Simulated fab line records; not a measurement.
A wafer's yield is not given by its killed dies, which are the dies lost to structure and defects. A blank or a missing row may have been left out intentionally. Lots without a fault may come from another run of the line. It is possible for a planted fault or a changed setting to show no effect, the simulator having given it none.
Matching of chambers || flow n5 finfet || N5_BEOL_M10_ETCH_62 on rie diel-04: 4 sister chambers
The step etches SOC in N2/H2, target depth 110 nm, overetch 22 nm, time 165 s. 4 wafers are shown with their chamber, then 7 later ones without.

== WAFERS PAIRED WITH THEIR CHAMBERS ==
{"wafer": "L074.3", "chamber": 0, "showerhead plenum p Torr (Torr)": 2.50}
{"wafer": "L089.3", "chamber": 1, "showerhead plenum p Torr (Torr)": 2.47}
{"wafer": "L089.5", "chamber": 2, "showerhead plenum p Torr (Torr)": 2.56}
{"wafer": "L086.5", "chamber": 3, "showerhead plenum p Torr (Torr)": 2.56}

== WAFERS WHOSE CHAMBER IS MISSING ==
{"wafer": "L086.6", "showerhead plenum p Torr (Torr)": 2.49}
{"wafer": "L088.2", "showerhead plenum p Torr (Torr)": 2.47}
{"wafer": "L088.3", "showerhead plenum p Torr (Torr)": 2.56}
{"wafer": "L088.5", "showerhead plenum p Torr (Torr)": 2.56}
{"wafer": "L093.1", "showerhead plenum p Torr (Torr)": 2.49}
{"wafer": "L093.3", "showerhead plenum p Torr (Torr)": 2.47}
{"wafer": "L093.6", "showerhead plenum p Torr (Torr)": 2.47}

== CHAMBER TAKEN BY EACH ==
{"wafer": "L086.6", "from the rows above": "can't be placed: 0 or 1", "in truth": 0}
{"wafer": "L088.2", "from the rows above": 1, "in truth": 1}
{"wafer": "L088.3", "from the rows above": "can't be placed: 2 or 3", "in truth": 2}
{"wafer": "L088.5", "from the rows above": "can't be placed: 2 or 3", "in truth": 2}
{"wafer": "L093.1", "from the rows above": "can't be placed: 0 or 1", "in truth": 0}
{"wafer": "L093.3", "from the rows above": 1, "in truth": 1}
{"wafer": "L093.6", "from the rows above": 1, "in truth": 1}
Placed correctly: 3 of 7. Cannot be placed on the basis of these rows: 4; the candidates contain the true chamber in 4. 0 placed wrongly.
How it was worked out, from the rows above alone: a wafer's distance from a chamber is the root of the sum, over the readings, of the square of ((its reading less the chamber's mean) divided by the reading's scatter). The wafer belongs to the nearest chamber; if the next one is less than 2 further off, it can't be placed. For every chamber, the mean is computed from those of its wafers that are shown. The scatter (one wafer shown for each chamber): square how far every hidden wafer sits from the nearest shown wafer, average those squares and take the square root.
